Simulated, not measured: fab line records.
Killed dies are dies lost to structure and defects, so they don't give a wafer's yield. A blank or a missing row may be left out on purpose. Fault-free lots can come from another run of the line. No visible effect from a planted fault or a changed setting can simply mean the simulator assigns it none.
One fault through the eyes of 2 desks    flow n5-finfet    each desk holds nothing but its own numbers, with what lay behind them at the end

AT THE METROLOGY DESK
Means of the sampled wafers that have a number, per lot and without regard to the tool the lot ran on: this is what the gauges read. If a lot's mean is further than 4 standard deviations from the usual mean, the lot is out of limits and carries the mark OUT (the distance appears in the brackets). It has 11 readings, of which 7 appear: the earliest out of limits, and the ones furthest out on some lot.
Columns: A = cd-nm at N5_FIN_SAQP_CD_MEAS_16, usual 35.6 nm; B = DIBL_N at N5_BEOL_M4_RC_MEAS_101, usual 37.1 mV/V; C = DIBL_P at N5_BEOL_M4_RC_MEAS_101, usual 38 mV/V; D = ION_N at N5_BEOL_M4_RC_MEAS_101, usual 678 uA/um; E = ION_P at N5_BEOL_M4_RC_MEAS_101, usual 467 uA/um; F = SS_P at N5_BEOL_M4_RC_MEAS_101, usual 73.7 mV/dec; G = VT_N at N5_BEOL_M4_RC_MEAS_101, usual 249 mV
lot   first seen here  A                B     C   D    E    F     G
L445  day 1 21:07      35.6             32.6  33  652  456  71.8  256
L446  day 2 03:38      35.3             37.1  39  671  458  73.5  248
L447  day 2 09:50      35.2             36.2  35  686  470  73.0  247
L449  day 2 22:33      35.2             39.6  38  676  473  74.0  248
L450  day 3 03:16      35.6             34.5  34  665  467  72.8  253
L452  day 3 17:34      35.4             36.6  39  676  467  73.9  250
L457  day 4 21:43      35.9             36.4  38  680  469  73.9  248
L462  day 6 03:26      35.9             38.8  40  689  476  74.1  247
L465  day 7 01:58      33.4 (-5.2) OUT  35.4  36  665  459  73.4  254
L466  day 7 04:38      33.1 (-5.9) OUT  39.9  40  688  472  74.5  247
This desk's finding: out of limits on L465, L466; first on L465, day 7 01:58 (cd-nm at N5_FIN_SAQP_CD_MEAS_16). In limits: L445, L446, L447, L449, L450, L452, L457, L462.

FOR THE TOOL OWNER'S DESK: litho-track-03
The tool's own readings at N5_FIN_SAQP_PEB_14 (peb time 60 s): means of the sampled wafers that have a number, for each lot that ran on this tool. If a lot's mean is further than 4 standard deviations from the usual mean, the lot is out of limits and carries the mark OUT (the distance appears in the brackets).
Columns: A = exhaust-pa at N5_FIN_SAQP_PEB_14, usual 44.8 Pa
lot   first seen here  A
L447  day 2 09:47      44.7
L449  day 2 22:29      45.5
L450  day 3 03:12      44.7
L452  day 3 17:30      43.7
L465  day 7 01:55      44.4
L466  day 7 04:34      45.0
This desk's finding: nothing out of limits on any of the 6 lots.

BROUGHT TOGETHER
The metrology desk could have raised an alarm at day 7 01:58, on L465, L466.
The desk of the tool owner found nothing out of limits.
On record at the tool owner's desk: L465, L466, within its limits.
Every lot named ran N5_FIN_SAQP_PEB_14 on litho-track-03.

WHAT THE SIMULATOR HAD INSERTED
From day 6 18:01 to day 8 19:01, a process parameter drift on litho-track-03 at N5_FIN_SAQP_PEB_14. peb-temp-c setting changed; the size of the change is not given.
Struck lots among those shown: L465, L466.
Delay in hours, fault start to first out-of-limits reading, per desk: metrology desk 8.
